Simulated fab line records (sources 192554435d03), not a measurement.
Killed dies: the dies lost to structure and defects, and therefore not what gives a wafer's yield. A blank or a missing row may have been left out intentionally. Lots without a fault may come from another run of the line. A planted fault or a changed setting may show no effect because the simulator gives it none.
Matching of chambers | flow n5-finfet | rie-diel-05 running N5_HKMG_FIN_STRIP_92: 4 sister chambers
The step strips SOC in N2/H2, time 20 s. 14 wafers are shown with their chamber, then 7 later ones without.

WAFERS WITH THEIR CHAMBER
wafer  | chamber | showerhead-plenum-p-Torr (Torr) | throttle-valve-pct (%) | oes-product-au (a.u.)
L080.2 | 1       | 3.47                            | 19.9                   | 0.68
L080.3 | 3       | 3.34                            | 19.1                   | 0.72
L080.6 | 0       | 3.22                            | 18.8                   | 0.72
L084.2 | 2       | 3.41                            | 19.4                   | 0.76
L084.3 | 1       | 3.47                            | 19.6                   | 0.98
L084.6 | 1       | 3.47                            | 19.6                   | 0.99
L088.1 | 2       | 3.40                            | 19.4                   | 0.75
L088.5 | 0       | 3.21                            | 18.8                   | 0.70
L088.6 | 3       | 3.33                            | 19.1                   | 0.71
L089.3 | 2       | 3.40                            | 19.4                   | 0.75
L089.4 | 3       | 3.33                            | 19.1                   | 0.71
L089.6 | 2       | 3.40                            | 19.4                   | 0.75
L091.1 | 2       | 3.40                            | 19.4                   | 0.75
L091.2 | 0       | 3.21                            | 18.8                   | 0.71

SIGNATURES (averages over the wafers above)
reading                  | chamber 0 | chamber 1 | chamber 2 | chamber 3 | scatter within a chamber
showerhead-plenum-p-Torr | 3.2133    | 3.4700    | 3.4020    | 3.3333    | 0.00462
throttle-valve-pct       | 18.800    | 19.700    | 19.400    | 19.100    | 0.0775
oes-product-au           | 0.7100    | 0.8833    | 0.7520    | 0.7133    | 0.079
Rule: a wafer lies at a distance from a chamber equal to the root of the sum of squares, over the readings, of (its reading less the chamber's mean, divided by the reading's scatter). The wafer belongs to the nearest chamber; if the next one is less than 2 further off, it can't be placed. The scatter: take each reading less its chamber's mean, square it, sum over the shown wafers, divide by the number of wafers less the number of chambers, and take the root.

WAFERS WITHOUT THEIR CHAMBER
wafer  | showerhead-plenum-p-Torr (Torr) | throttle-valve-pct (%) | oes-product-au (a.u.)
L091.6 | 3.46                            | 19.6                   | 0.95
L092.1 | 3.21                            | 18.8                   | 0.69
L092.4 | 3.46                            | 19.6                   | 0.94
L092.6 | 3.46                            | 19.6                   | 0.93
L095.4 | 3.32                            | 19.1                   | 0.70
L095.5 | 3.40                            | 19.4                   | 0.73
L095.6 | 3.46                            | 19.6                   | 0.93

THE CHAMBER EACH PASSED THROUGH
wafer  | from the rows above | in truth
L091.6 | 1                   | 1
L092.1 | 0                   | 0
L092.4 | 1                   | 1
L092.6 | 1                   | 1
L095.4 | 3                   | 3
L095.5 | 2                   | 2
L095.6 | 1                   | 1
Correct placement for 7 of the 7. From these rows, 0 cannot be placed. Placed wrongly: 0.
